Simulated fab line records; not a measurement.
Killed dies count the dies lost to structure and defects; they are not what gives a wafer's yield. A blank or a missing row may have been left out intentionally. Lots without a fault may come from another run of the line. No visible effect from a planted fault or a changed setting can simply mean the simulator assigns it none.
The tool behind it: which one?	flow n5Finfet	Sampling: 14 lots, 42 wafers, 4 of 1938 route steps

== WHAT EACH GAUGE READ, for each wafer ==
No reading from a measuring or inspecting step in the record can be judged against a usual standard deviation.

== WHAT TOOL EACH LOT RAN ON (gives the tool, then ch and the chambers of the sampled wafers, and finally the start) ==
lot	N5_BEOL_M0_SAQP_SPACER1_ETCHBACK_99	N5_BEOL_M0_SAQP_RECESS_109	N5_BEOL_M0_SAQP_SPACER2_ALD_26	N5_BEOL_M0_SAQP_EXPOSE_37
L878	rieDiel-01 ch 1,3, day 5 15:47	vaporEtch-02 ch 0,1, day 5 17:13	aldSin-03 ch 0,2,3, day 5 17:19	euvScanner-02 ch 0, day 5 18:20
L880	rieDiel-06 ch 0,2, day 7 02:17	vaporEtch-01 ch 0,1, day 7 03:28	aldSin-03 ch 2,3, day 7 03:36	euvScanner-02 ch 0, day 7 04:31
L879	rieDiel-01 ch 2,3, day 7 02:34	vaporEtch-02 ch 0, day 7 03:38	aldSin-02 ch 0,1,3, day 7 03:47	euvScanner-02 ch 0, day 7 04:43
L883	rieDiel-01 ch 0,1, day 7 11:46	vaporEtch-02 ch 0,1, day 7 13:12	aldSin-02 ch 0,3, day 7 13:21	euvScanner-02 ch 0, day 7 14:18
L886	rieDiel-01 ch 0,1,2, day 7 23:49	vaporEtch-02 ch 0,1, day 8 00:55	aldSin-03 ch 0,3, day 8 01:01	euvScanner-02, day 8 01:57
L887	rieDiel-03 ch 0,1, day 8 04:39	vaporEtch-01 ch 0,1, day 8 05:46	aldSin-02 ch 2,3, day 8 05:55	euvScanner-02, day 8 06:51
L889	rieDiel-01 ch 1,2,3, day 8 20:31	vaporEtch-02 ch 0,1, day 8 21:56	aldSin-01 ch 2,3, day 8 22:23	euvScanner-02 ch 0, day 8 23:27
L891	rieDiel-03 ch 0,2,3, day 9 08:29	vaporEtch-01 ch 0,1, day 9 09:38	aldSin-03 ch 0,1,3, day 9 09:44	euvScanner-01 ch 0, day 9 10:40
L892	rieDiel-06 ch 2,3, day 9 11:02	vaporEtch-01 ch 0,1, day 9 12:08	aldSin-02 ch 0,2, day 9 12:14	euvScanner-02 ch 0, day 9 13:18
L895	rieDiel-06 ch 0,2,3, day 10 06:52	vaporEtch-02 ch 0,1, day 10 08:13	aldSin-01 ch 2,3, day 10 08:23	euvScanner-02 ch 0, day 10 09:19
L896	rieDiel-01 ch 0,2,3, day 10 10:02	vaporEtch-02 ch 0,1, day 10 11:20	aldSin-02 ch 0,1,2, day 10 11:41	euvScanner-02 ch 0, day 10 12:53
L899	rieDiel-06 ch 0,2,3, day 11 04:14	vaporEtch-01 ch 0,1, day 11 07:02	aldSin-03 ch 0,3, day 11 07:11	euvScanner-02 ch 0, day 11 08:13
L901	rieDiel-03 ch 0,1,2, day 11 08:27	vaporEtch-01 ch 0,1, day 11 09:31	aldSin-02 ch 0,1, day 11 09:40	euvScanner-02 ch 0, day 11 10:41
L898	rieDiel-06 ch 1,2, day 11 14:04	vaporEtch-01 ch 0,1, day 11 16:15	aldSin-02 ch 1,2, day 11 17:34	euvScanner-01 ch 0, day 11 18:30
- N5_BEOL_M0_SAQP_SPACER1_ETCHBACK_99: etches SiO2 in CHF3/O2, target depth 15.4 nm, time 7.7 s.
- N5_BEOL_M0_SAQP_RECESS_109: chemistry HF/NH3, target SiO2, target depth 3 nm, afs cycles 1, sublimation time 60 s.
- N5_BEOL_M0_SAQP_SPACER2_ALD_26: deposits SiO2, target thk 15 nm, pulse time 1 s, purge time 2 s.
- N5_BEOL_M0_SAQP_EXPOSE_37: exposes mask M0 CUT1, target cd 30 nm.

== AS READ BY THE TOOLS THEMSELVES (means over the sampled wafers that have a number; for cases with no such wafer, the mark the record gives instead) ==
N5_BEOL_M0_SAQP_SPACER1_ETCHBACK_99.
lot	tool	CHF3_flow_sccm (sccm)	O2_flow_sccm (sccm)	biasW (W)	chamberPressureMTorr (mTorr)	drypumpMotorCurrentA (A)	oesProductAu (a.u.)	rfVppV (V)	showerheadPlenumPTorr (Torr)	throttleValvePct (%)
L878	rieDiel-01	49.97	4.993	169.9	30.004	6.2	0.75	523	2.40	18.96
L880	rieDiel-06	49.97	4.998	169.6	29.988	6.4	0.76	522	2.38	19.07
L879	rieDiel-01	50.02	4.970	169.8	29.987	6.1	0.77	521	2.43	19.22
L883	rieDiel-01	49.91	5.012	170.0	30.015	6.4	0.79	526	2.39	18.94
L886	rieDiel-01	49.94	5.008	170.4	30.017	6.4	0.84	528	2.44	19.03
L887	rieDiel-03	50.15	4.986	170.7	30.039	5.7	0.74	520	2.37	18.93
L889	rieDiel-01	49.95	4.999	169.9	30.020	6.2	0.87	525	2.44	18.93
L891	rieDiel-03	49.92	4.993	169.8	29.993	5.3	0.79	528	2.45	19.02
L892	rieDiel-06	49.99	5.010	170.4	29.999	5.6	0.80	523	2.40	19.06
L895	rieDiel-06	50.17	5.005	170.1	29.986	6.0	0.75	525	2.41	19.13
L896	rieDiel-01	49.95	5.003	169.9	29.999	6.3	0.86	525	2.41	19.08
L899	rieDiel-06	49.91	4.999	170.0	30.015	6.0	0.75	523	2.41	19.15
L901	rieDiel-03	50.10	5.013	170.2	29.988	5.5	0.73	524	2.40	18.93
L898	rieDiel-06	49.99	5.021	169.8	30.003	5.6	0.91	526	2.41	18.78

N5_BEOL_M0_SAQP_RECESS_109.
lot	tool	drypumpMotorCurrentA (A)
L878	vaporEtch-02	5.6
L880	vaporEtch-01	6.3
L879	vaporEtch-02	5.6
L883	vaporEtch-02	5.5
L886	vaporEtch-02	5.6
L887	vaporEtch-01	6.1
L889	vaporEtch-02	5.6
L891	vaporEtch-01	6.3
L892	vaporEtch-01	6.1
L895	vaporEtch-02	5.5
L896	vaporEtch-02	5.5
L899	vaporEtch-01	6.2
L901	vaporEtch-01	6.1
L898	vaporEtch-01	6.1

N5_BEOL_M0_SAQP_SPACER2_ALD_26.
lot	tool	heaterPowerOuterW (W)	heaterPowerW (W)	precursorPulseHeightRel
L878	aldSin-03	282	495	0.995
L880	aldSin-03	293	521	1.000
L879	aldSin-02	258	463	1.009
L883	aldSin-02	241	430	0.995
L886	aldSin-03	267	472	1.001
L887	aldSin-02	232	411	0.995
L889	aldSin-01	272	485	1.000
L891	aldSin-03	275	470	1.000
L892	aldSin-02	228	391	1.002
L895	aldSin-01	279	487	1.011
L896	aldSin-02	256	444	0.991
L899	aldSin-03	252	452	0.987
L901	aldSin-02	261	479	1.003
L898	aldSin-02	276	483	0.999

N5_BEOL_M0_SAQP_EXPOSE_37.
lot	tool	exposureDoseMJCm2	focusOffsetNm (nm)
L878	euvScanner-02	44.78	0.2
L880	euvScanner-02	44.79	0.7
L879	euvScanner-02	44.77	-0.2
L883	euvScanner-02	44.76	-0.1
L886	euvScanner-02	-	-
L887	euvScanner-02	-	-
L889	euvScanner-02	44.81	-0.1
L891	euvScanner-01	44.69	0.0
L892	euvScanner-02	44.76	0.3
L895	euvScanner-02	44.73	0.4
L896	euvScanner-02	44.75	-0.7
L899	euvScanner-02	44.73	-0.1
L901	euvScanner-02	44.79	0.1
L898	euvScanner-01	44.70	0.5

== THE ANSWER, worked out from the rows above alone ==
Rule: the lots themselves supply what counts as usual. The widest of any qualifying gaps counts: lots, ordered by their means at a reading, are off when they make up no more than a third of the lots, leave a main group of 4 or more, and stand apart from it by 3 or more times the standard deviation of that group's means. Not used: any main group whose means are identical at the precision the tables above print for the reading. A lot without any number at a reading at which 4 lots or more have one is off too. The other lots that the step has rows for count as sound. After the gauges, taken in route order, come the tools' own readings; for these a lot's mean is taken, as printed above. The first step at which some lot is off is used, and at that step the reading that is off furthest; a lot without a number counts as furthest.
Off at N5_BEOL_M0_SAQP_EXPOSE_37 (exposureDoseMJCm2): L886, L887. Without a number there: L886, L887. For the main group the mean is 44.76 and the standard deviation 0.035.
If a tool, at that step or one of the process steps before it, ran each lot that is off and ran no sound lot following the first of them, it fits. None of those tried fits.

== WHAT WAS PUT IN BY THE SIMULATOR ==
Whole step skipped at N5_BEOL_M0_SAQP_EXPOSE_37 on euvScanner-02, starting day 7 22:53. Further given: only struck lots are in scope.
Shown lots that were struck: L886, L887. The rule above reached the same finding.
